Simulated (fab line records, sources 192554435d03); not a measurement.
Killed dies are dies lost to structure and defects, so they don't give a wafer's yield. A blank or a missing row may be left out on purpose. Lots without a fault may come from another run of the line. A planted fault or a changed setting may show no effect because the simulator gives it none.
fab line records | flow n5_finfet
record lots=8 wafers=24 last_day=16
route steps=1938 shown BEOL_M0_SAQP@659 BEOL_M0_CUTY@710 BEOL_M4@1111 PASSIVATION@1936
lots that met no fault: from a run of the same line without faults
start_h: hours from the record's first day to the start of the lot's first wafer shown | wait_h: hours since the lot's step before | " the same as in the row above | L1.1+2: a row that stands for several wafers | - no value, or no start given | * or withheld: withheld | < > ~ a bound
route shown NAME@n: a module of which the file shows steps, and the number in the route of the first | usual: mean/standard deviation of fault-free wafers | same: alike in all rows | chamber/n: place in a boat | sites: the reading at each site | _std_site: their standard deviation | _edge_site: outer sites' mean less inner sites' | radius_mm: how far each site lies from the wafer's centre | mask NAME#n: copy n | behind: the tool/chamber that last shaped the wafer | hold: why the lot was held/for how many hours/how that ended | device: the transistor (n, p or np) that didn't switch | end of line: the same wafers' tests at the end of the route | a step without rows: its recipe alone | killed: dies lost to structure and defects at the first sort, not the wafer's yield | map: a wafer's dies, x killed, . not, _ none there
set.NAME: the setting as run; set.NAME@STEP: as run at that earlier step | model.NAME: the simulator's own value behind a step, which no gauge read
steps of the route over a sample of lots; a table a step, a row a wafer
services: from which hour (start_h, from the record's first day; less than 0 if before it) a tool's chamber was out of use, for how many hours, and why
## steps
# step N5_BEOL_M0_SAQP_STRIP_86
# recipe chemistry=N2/H2 power_w=500 temp_c=40 pressure_mtorr=50 rf_frequency_hz=6e+07 overash_fraction=0.3 bias_power_w=28 h2_frac=0.5 n2_flow_sccm=300 h2_flow_sccm=300
# usual drypump_motor_current_A=5.62/0.28 oes_product_au=0.77/0.076 rf_vpp_V=122.0/1.3 showerhead_plenum_p_Torr=3.40/0.073 throttle_valve_pct=19.1/0.38
# columns lot.wafer tool chamber start_h wait_h drypump_motor_current_A oes_product_au rf_hours_counter_h rf_vpp_V showerhead_plenum_p_Torr throttle_valve_pct
L563.2 rie_diel-05 3 109.19 0.1 5.54 0.70 195 120.4 3.31 18.6
L563.3 " 2 " " 5.55 0.88 31 123.2 3.44 19.4
L563.4 " 1 " " 5.26 0.83 67 121.9 3.43 18.8
L566.2 rie_diel-01 0 124.09 0.1 6.13 0.67 249 122.7 3.46 19.9
L566.4 " 3 " " 5.76 0.76 177 120.1 3.48 18.7
L566.5 " 1 " " 5.97 0.70 - 121.0 3.48 19.8
L568.2 rie_diel-01 3 138.84 0.1 5.75 0.76 183 122.2 3.48 18.6
L568.4 " 3 " " 5.77 0.75 - 121.2 3.48 18.6
L568.6 " 2 " " 5.28 0.68 - 123.7 3.33 19.0
L570.3 rie_diel-06 3 152.08 0.1 5.32 0.85 - 122.3 3.29 19.2
L570.5 " 0 " " 5.86 0.73 - 123.7 3.49 19.2
L570.6 " 3 " " 5.31 0.85 - 121.4 3.29 19.2
L577.2 rie_diel-05 2 192.73 0.1 5.58 0.84 55 122.2 3.43 19.4
L577.3 " 1 " " 5.31 0.82 90 123.8 3.41 18.8
L577.6 " 3 " " 5.55 0.69 - 123.6 3.30 18.7
L578.1 rie_diel-05 3 200.32 0.1 5.55 0.69 222 120.3 3.30 18.7
L578.2 " 0 " " 6.02 0.75 172 122.0 3.49 19.2
L578.3 " 1 " " 5.29 0.80 92 121.4 3.41 18.8
L580.1 rie_diel-05 3 209.30 0.1 5.56 0.68 225 120.5 3.30 18.7
L580.2 " 1 " " 5.31 0.80 96 123.0 3.41 18.8
L580.6 " 3 " " 5.55 0.69 - 122.1 3.30 18.7
L584.2 rie_diel-01 3 240.18 0.1 5.78 0.73 217 121.9 3.46 18.7
L584.3 " 0 " " 6.09 0.85 34 122.3 3.44 19.5
L584.6 " 3 " " 5.78 0.72 - 121.2 3.46 18.7
# step N5_BEOL_M0_SAQP_ETCH_106
# recipe chemistry=N2/H2 target=SOC target_depth_a=1500 stop_on=SiNx ion_energy_ev=100 bias_w=61 pressure_mtorr=30 source_w=850 n2_flow_sccm=200 h2_flow_sccm=200
# usual drypump_motor_current_A=5.63/0.29 oes_product_au=0.75/0.073 rf_vpp_V=241.1/1.1 showerhead_plenum_p_Torr=2.58/0.058 throttle_valve_pct=17.89/0.2
# columns lot.wafer tool chamber start_h wait_h drypump_motor_current_A oes_product_au rf_hours_counter_h rf_vpp_V showerhead_plenum_p_Torr throttle_valve_pct
L563.2 rie_diel-06 3 111.53 - 5.32 0.87 49 238.3 2.50 17.90
L563.3 " 1 " " 5.26 0.67 248 240.7 2.60 17.80
L563.4 " 0 " " 5.85 0.74 147 240.4 2.65 17.89
L566.2 rie_diel-06 2 125.98 - 5.55 0.72 174 239.7 2.54 17.93
L566.4 " 3 " " 5.27 0.85 53 240.2 2.49 17.89
L566.5 " 1 " " 5.27 0.67 - 243.3 2.60 17.81
L568.2 rie_diel-06 2 140.90 - 5.56 0.71 181 240.0 2.54 17.92
L568.4 " 2 " " 5.56 0.71 - 240.5 2.54 17.93
L568.6 " 3 " " 5.33 0.85 - 241.4 2.49 17.92
L570.3 rie_diel-06 0 154.03 - 5.84 0.73 - 242.0 2.64 17.93
L570.5 " 3 " " 5.33 0.84 - 241.2 2.49 17.92
L570.6 " 0 " " 5.83 0.72 - 241.3 2.65 17.91
L577.2 rie_diel-01 1 194.64 - 5.98 0.69 235 241.9 2.63 18.39
L577.3 " 2 " " 5.27 0.67 234 240.1 2.51 17.82
L577.6 " 2 " " 5.29 0.67 - 240.9 2.51 17.83
L578.1 rie_diel-05 1 202.58 - 5.29 0.80 93 240.8 2.58 17.69
L578.2 " 2 " " 5.55 0.84 58 242.1 2.59 17.97
L578.3 " 3 " " 5.55 0.70 222 240.2 2.49 17.88
L580.1 rie_diel-05 0 211.19 - 6.08 0.73 176 241.2 2.64 17.79
L580.2 " 3 " " 5.52 0.69 225 241.1 2.49 17.90
L580.6 " 2 " " 5.57 0.83 - 241.2 2.59 17.97
L584.2 rie_diel-01 2 242.07 - 5.26 0.66 251 238.8 2.50 17.86
L584.3 " 3 " " 5.76 0.72 218 241.7 2.62 17.64
L584.6 " 3 " " 5.75 0.72 - 241.8 2.62 17.64
# step N5_BEOL_M0_SAQP_INSPECT_42
# recipe mode=adi inspect_instrument=brightfield
# usual raw_defect_count=307/77
# columns lot.wafer tool chamber start_h wait_h raw_defect_count
L563.2 defect_inspect-01 - 113.22 0.0 247
L563.3 " - " " 241
L563.4 " - " " 271
L566.2 defect_inspect-01 - 127.89 0.0 448
L566.4 " - " " 343
L566.5 " - " " 303
L568.2 defect_inspect-02 - 142.35 0.0 1336
L568.4 " - " " 1215
L568.6 " - " " 1376
L570.3 defect_inspect-02 - 155.52 0.0 1377
L570.5 " - " " 1337
L570.6 " - " " 1281
L577.2 defect_inspect-01 - 196.62 0.0 316
L577.3 " - " " 289
L577.6 " - " " 209
L578.1 defect_inspect-02 - 204.25 0.1 269
L578.2 " - " " 212
L578.3 " - " " 250
L580.1 defect_inspect-02 - 212.69 0.1 303
L580.2 " - " " 344
L580.6 " - " " 371
L584.2 defect_inspect-02 - 243.75 0.0 313
L584.3 " - " " 396
L584.6 " - " " 515
# step N5_BEOL_M0_SAQP_DESCUM_45
# recipe chemistry=O2 time_s=7 source_power_w=50 bias_power_w=20 pressure_mtorr=20 rf_frequency_hz=2.712e+07 temp_c=40 resist=CAR-EUV o2_flow_sccm=225
# usual drypump_motor_current_A=5.6/0.3 oes_product_au=0.76/0.078 rf_vpp_V=243.6/1.1 showerhead_plenum_p_Torr=2.12/0.043 throttle_valve_pct=20.43/0.26
# columns lot.wafer tool chamber start_h wait_h drypump_motor_current_A oes_product_au rf_hours_counter_h rf_vpp_V showerhead_plenum_p_Torr throttle_valve_pct
L563.2 rie_diel-05 3 113.26 0.0 5.6 0.70 196 243.2 2.08 20.66
L563.3 " 2 " " 5.5 0.87 32 242.9 2.12 20.27
L563.4 " 1 " " 5.2 0.83 67 244.5 2.12 20.20
L566.2 rie_diel-06 2 128.02 0.1 5.6 0.73 174 241.6 2.09 20.54
L566.4 " 1 " " 5.3 0.68 254 244.5 2.14 20.50
L566.5 " 1 " " 5.3 0.68 - 244.4 2.14 20.48
L568.2 rie_diel-05 1 142.38 0.0 5.3 0.82 76 243.9 2.12 20.23
L568.4 " 3 " " 5.6 0.70 205 242.6 2.08 20.67
L568.6 " 0 " " 6.0 0.76 - 243.7 2.18 20.29
L570.3 rie_diel-01 3 155.57 0.0 5.7 0.75 188 244.9 2.15 20.05
L570.5 " 3 " " 5.7 0.75 - 243.5 2.15 20.05
L570.6 " 2 " " 5.3 0.68 - 243.2 2.08 20.39
L577.2 rie_diel-05 2 196.74 0.1 5.6 0.84 57 245.0 2.11 20.30
L577.3 " 3 " " 5.5 0.69 221 242.6 2.07 20.70
L577.6 " 1 " " 5.3 0.80 - 242.6 2.11 20.22
L578.1 rie_diel-06 1 204.46 0.2 5.3 0.97 5 241.9 2.14 20.00
L578.2 " 3 " " 5.3 0.84 85 243.5 2.03 20.41
L578.3 " 2 " " 5.5 0.71 197 242.1 2.09 20.60
L580.1 rie_diel-01 1 212.72 0.0 6.0 0.69 242 243.2 2.17 20.99
L580.2 " 3 " " 5.8 0.74 208 244.9 2.14 20.09
L580.6 " 3 " " 5.7 0.74 - 243.9 2.14 20.09
L584.2 rie_diel-06 1 244.10 0.3 5.3 0.94 16 244.6 2.14 20.01
L584.3 " 3 " " 5.2 0.83 99 242.6 2.02 20.44
L584.6 " 1 " " 5.3 0.93 - 243.8 2.14 20.01
# step N5_BEOL_M0_SAQP_ETCH_49
# recipe chemistry=CF4/O2 target_depth_a=370 target=SiO2 pressure_mtorr=40 source_w=535 bias_w=49 Ar_flow_sccm=100 cf4_flow_sccm=100 O2_flow_sccm=10 ion_energy_ev=100
# usual drypump_motor_current_A=5.60/0.28 oes_product_au=0.77/0.077 rf_vpp_V=240/3.7 showerhead_plenum_p_Torr=2.23/0.053 throttle_valve_pct=15.85/0.17
# columns lot.wafer tool chamber start_h wait_h drypump_motor_current_A oes_product_au rf_hours_counter_h rf_vpp_V showerhead_plenum_p_Torr throttle_valve_pct
L563.2 rie_diel-06 3 114.10 0.3 5.29 0.88 50 237 2.16 15.74
L563.3 " 0 " " 5.82 0.76 148 240 2.29 15.87
L563.4 " 1 " " 5.27 0.68 249 237 2.27 16.05
L566.2 rie_diel-06 1 128.83 0.3 5.27 0.67 254 238 2.27 16.04
L566.4 " 3 " " 5.29 0.87 53 236 2.15 15.74
L566.5 " 0 " " 5.84 0.74 - 239 2.29 15.87
L568.2 rie_diel-06 0 143.63 0.3 5.83 0.75 159 240 2.29 15.87
L568.4 " 3 " " 5.25 0.87 - 237 2.15 15.77
L568.6 " 2 " " 5.57 0.73 - 235 2.19 15.99
L570.3 rie_diel-05 3 156.38 0.3 5.56 0.70 209 239 2.18 16.13
L570.5 " 0 " " 6.02 0.75 - 244 2.30 15.75
L570.6 " 1 " " 5.27 0.82 - 247 2.22 15.54
L577.2 rie_diel-05 0 197.70 0.4 6.00 0.74 172 244 2.30 15.79
L577.3 " 2 " " 5.55 0.84 57 245 2.24 15.79
L577.6 " 0 " " 6.03 0.74 - 244 2.30 15.79
L578.1 rie_diel-06 3 205.59 0.6 5.32 0.83 86 237 2.14 15.80
L578.2 " 2 " " 5.55 0.71 198 236 2.19 16.04
L578.3 " 1 " " 5.31 0.95 5 239 2.27 15.55
L580.1 rie_diel-06 1 213.53 0.3 5.26 0.95 7 239 2.27 15.54
L580.2 " 2 " " 5.56 0.71 201 236 2.19 16.04
L580.6 " 2 " " 5.56 0.72 - 235 2.19 16.04
L584.2 rie_diel-06 1 244.91 0.3 5.27 0.92 16 239 2.27 15.55
L584.3 " 3 " " 5.34 0.82 99 235 2.14 15.85
L584.6 " 1 " " 5.28 0.92 - 239 2.27 15.54
# step N5_BEOL_M0_CUTY_INSPECT_59
# recipe mode=adi inspect_instrument=macro
# usual raw_defect_count=2.0/1.6
# columns lot.wafer tool chamber start_h wait_h raw_defect_count
L563.2 defect_inspect-01 - 114.52 0.0 7
L563.3 " - " " 4
L563.4 " - " " 3
L566.2 defect_inspect-01 - 129.25 0.0 1
L566.4 " - " " 1
L566.5 " - " " 8
L568.2 defect_inspect-02 - 144.18 0.0 >300
L568.4 " - " " >300
L568.6 " - " " >300
L570.3 defect_inspect-01 - 156.93 0.0 >300
L570.5 " - " " >300
L570.6 " - " " >300
L577.2 defect_inspect-01 - 198.26 0.0 1
L577.3 " - " " 2
L577.6 " - " " 2
L578.1 defect_inspect-02 - 206.01 0.0 3
L578.2 " - " " 3
L578.3 " - " " 1
L580.1 defect_inspect-01 - 213.95 0.0 0
L580.2 " - " " 2
L580.6 " - " " 1
L584.2 defect_inspect-02 - 245.46 0.0 1
L584.3 " - " " 3
L584.6 " - " " 4
# step N5_BEOL_M4_RC_MEAS_101
# usual DIBL_N=35.8/1.5 DIBL_P=35.9/1.8 IOFF_N=0.152/0.025 IOFF_P=0.21/0.031 ION_N=672/11 ION_P=462/7.4 SS_N=71.5/0.52 SS_P=73.2/0.54 VT_N=250/3 VT_P=-250/3.3
# columns lot.wafer tool chamber start_h wait_h DIBL_N[mV/V] DIBL_P[mV/V] IOFF_N[nA/um] IOFF_P[nA/um] ION_N[uA/um] ION_P[uA/um] SS_N[mV/dec] SS_P[mV/dec] VT_N[mV] VT_P[mV]
L563.2 prober-02 0 172.02 0.2 37.7 37.6 0.168 0.25 681 470 71.9 73.4 250 -247
L563.3 " 0 " " 35.8 35.2 0.146 0.20 669 463 71.5 73.2 250 -248
L563.4 " 0 " " 35.6 36.1 0.145 0.22 672 472 71.4 72.5 251 -248
L566.2 prober-01 0 178.69 0.2 34.4 31.2 0.096 0.13 655 449 70.5 72.3 261 -260
L566.4 " 0 " " 37.0 34.5 0.137 0.18 672 458 71.1 73.2 253 -254
L566.5 " 0 " " 36.8 34.3 0.137 0.18 669 458 71.2 73.1 251 -255
L568.2 prober-02 0 202.37 0.2 36.1 34.1 0.143 0.20 678 465 71.3 73.3 251 -249
L568.4 " 0 " " 36.7 34.2 0.153 0.20 659 449 71.6 73.1 249 -247
L568.6 " 0 " " 36.1 35.3 0.155 0.22 664 461 70.4 73.9 248 -247
L570.3 prober-02 0 209.16 0.3 37.0 36.6 0.143 0.19 670 459 71.6 73.8 252 -255
L570.5 " 0 " " 37.5 37.7 0.146 0.19 665 453 71.9 74.1 254 -255
L570.6 " 0 " " 35.0 33.7 0.112 0.14 661 450 71.4 72.9 256 -259
L577.2 prober-01 0 246.47 0.2 35.0 34.8 0.141 0.19 677 463 71.7 72.9 249 -253
L577.3 " 0 " " 35.6 35.4 0.143 0.20 667 464 71.7 73.0 253 -251
L577.6 " 0 " " 35.9 36.6 0.164 0.22 678 466 71.9 73.7 248 -249
L578.1 prober-02 0 261.63 0.0 35.2 36.2 0.142 0.20 675 461 71.5 73.4 250 -252
L578.2 " 0 " " 38.9 40.1 0.205 0.27 687 475 72.3 74.0 245 -247
L578.3 " 0 " " 35.4 35.7 0.134 0.20 658 456 71.5 72.7 250 -251
L580.1 prober-01 0 284.90 0.0 34.6 35.8 0.160 0.20 672 456 71.6 73.2 247 -250
L580.2 " 0 " " 36.3 37.8 0.185 0.24 692 470 71.3 73.8 245 -250
L580.6 " 0 " " 35.0 36.7 0.175 0.22 701 472 71.0 73.5 246 -250
L584.2 prober-02 0 300.52 0.2 33.7 34.6 0.135 0.20 662 465 71.3 72.6 251 -249
L584.3 " 0 " " 33.9 34.2 0.133 0.19 664 455 71.8 73.0 253 -251
L584.6 " 0 " " 34.5 34.7 0.145 0.20 653 455 71.4 73.2 254 -252
# step N5_PASSIVATION_PROBE_49
# usual defect_limited_yield=91.7/1.7 killed_at_M0_to_M3=34/10 killed_at_M4_up=13/5.1 killed_at_contacts=12/6.2 killed_at_front_end=36/12 killed_at_other=3.2/2.6 killed_dies=98/20 killed_on_rim=13/4.5 killed_open=65/13 killed_short=32/8.4 sort_bin_5_function=4.8/1.1 sort_bin_6_memory=3.2/0.74 sort_bin_8_speed=0.00/0.012 sort_n_pass=1082/20 sort_yield_pct=91.7/1.7
# same gross_dies=1180 killed_at_back_side=0 sort_bin_4_leakage[%]=0
# columns lot.wafer tool chamber start_h wait_h defect_limited_yield[%] killed_at_M0_to_M3 killed_at_M4_up killed_at_contacts killed_at_front_end killed_at_other killed_dies killed_on_rim killed_open killed_short sort_bin_5_function[%] sort_bin_6_memory[%] sort_bin_8_speed[%] sort_n_pass sort_yield_pct[%]
L568.2 prober-01 - 308.77 0.1 81.5 183 12 5 16 2 218 9 49 19 10.4 4.2 0 962 81.5
L568.4 prober-01 - 308.87 0.2 79.8 184 17 8 29 0 238 9 65 26 12.6 3.9 0 942 79.8
L568.6 prober-01 - 308.97 0.3 86.8 101 17 11 27 0 156 28 62 33 8.0 3.1 0 1024 86.8
L570.3 prober-02 - 319.39 0.1 85.3 112 13 14 28 7 174 35 71 22 8.7 3.9 0 1006 85.3
L570.5 prober-02 - 319.49 0.2 85.1 87 8 6 72 3 176 31 78 36 8.0 4.7 0 1004 85.1
L570.6 prober-02 - 319.54 0.3 84.2 110 7 12 56 2 187 33 80 37 9.7 3.6 0 993 84.2
# killed by level:class
L568.2 BEOL_M0_SAQP:unspecified=148 BEOL_M2:geometric_particle:open=10 DUMMY_GATE:geometric_particle:open=6 BEOL_M0_SAQP:geometric_particle:short=6 BEOL_M1:geometric_particle:open=6 MOL_CONTACT_COAG:geometric_particle:open=5 BEOL_M0:geometric_particle:open=5 STI_FIN_REVEAL:geometric_particle:open=4
L568.4 BEOL_M0_SAQP:unspecified=146 BEOL_M4:geometric_particle:open=10 BEOL_M0_SAQP:geometric_particle:open=7 MOL_CONTACT_COAG:geometric_particle:open=7 FIN_SAQP:geometric_particle:open=6 BEOL_M0_SAQP:geometric_particle:short=5 BEOL_M0:geometric_particle:open=5 BEOL_M2:geometric_particle:open=5
L568.6 BEOL_M0_SAQP:unspecified=59 BEOL_M2:geometric_particle:open=14 MOL_CONTACT_COAG:geometric_particle:open=11 BEOL_M0_SAQP:geometric_particle:short=8 FIN_SAQP:geometric_particle:short=7 BEOL_M3:geometric_particle:open=7 BEOL_M4:geometric_particle:short=5 GATE_CUT:geometric_particle:open=4
L570.3 BEOL_M0_SAQP:unspecified=81 MOL_CONTACT_COAG:geometric_particle:open=12 BEOL_M2:geometric_particle:open=10 BEOL_M4:geometric_particle:open=8 STI_FIN_REVEAL:geometric_particle:open=7 BEOL_M3:geometric_particle:open=7 FIN_SAQP:geometric_particle:short=4 ILD0:geometric_particle:open=4
L570.5 BEOL_M0_SAQP:unspecified=59 FIN_SAQP:geometric_particle:open=15 FIN_SAQP:geometric_particle:short=12 STI_FIN_REVEAL:geometric_particle:open=11 BEOL_M3:geometric_particle:open=7 DUMMY_GATE:geometric_particle:open=6 GATE_CUT:geometric_particle:open=6 MOL_CONTACT_COAG:geometric_particle:open=6
L570.6 BEOL_M0_SAQP:unspecified=70 BEOL_M3:geometric_particle:open=14 FIN_SAQP:geometric_particle:open=13 MOL_CONTACT_COAG:geometric_particle:open=8 FIN_SAQP:geometric_particle:short=6 ILD0:geometric_particle:open=6 BEOL_M0_SAQP:geometric_particle:open=6 DUMMY_GATE:geometric_particle:short=5
## services
# columns tool chamber start_h hours kind
rie_diel-01 0 126.57 - clean
rie_diel-01 0 126.57 - consumable_replace:focus_ring
rie_diel-01 0 126.57 18.5 scheduled_down
rie_diel-01 0 126.57 18.5 vent_cycle
rie_diel-06 1 130.63 9.8 repair
rie_diel-06 1 140.64 - clean
rie_diel-06 1 140.64 - consumable_replace:focus_ring
rie_diel-06 1 140.64 25.2 scheduled_down
rie_diel-06 1 140.64 25.2 vent_cycle
rie_diel-06 2 149.71 12.8 repair
rie_diel-01 3 157.99 1.5 repair
rie_diel-06 1 177.25 22.2 repair
rie_diel-06 2 194.15 4.6 repair
rie_diel-01 1 239.29 - clean
rie_diel-01 1 239.29 - consumable_replace:focus_ring
rie_diel-01 1 239.29 17.8 scheduled_down
rie_diel-01 1 239.29 17.8 vent_cycle
## key
first_sign step=N5_BEOL_M0_SAQP_INSPECT_42 reading=raw_defect_count direction=up sigmas=13 usual=307 struck=1320
effect step=N5_BEOL_M0_CUTY_INSPECT_59 reading=raw_defect_count direction=up sigmas=99+ usual=2.0 struck=>300
effect step=N5_PASSIVATION_PROBE_49 reading=killed_at_M0_to_M3 direction=up sigmas=9.1 usual=34 struck=130
more_kills_born_at N5_BEOL_M0_SAQP_ETCH_106@rie_diel-06=563
met_at N5_BEOL_M0_SAQP_ETCH_106
struck_lots L568,L570
not_acting_at N5_BEOL_M0_SAQP_STRIP_86,N5_BEOL_M0_SAQP_DESCUM_45,N5_BEOL_M0_SAQP_ETCH_49
onset_between 125.98 140.90
fault kind=chamber_particle_source tool=rie_diel-06 chamber=- onset_h=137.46 steps=N5_BEOL_M0_SAQP_ETCH_106 rate_per_visit_cm2=1.5366 end_h=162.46
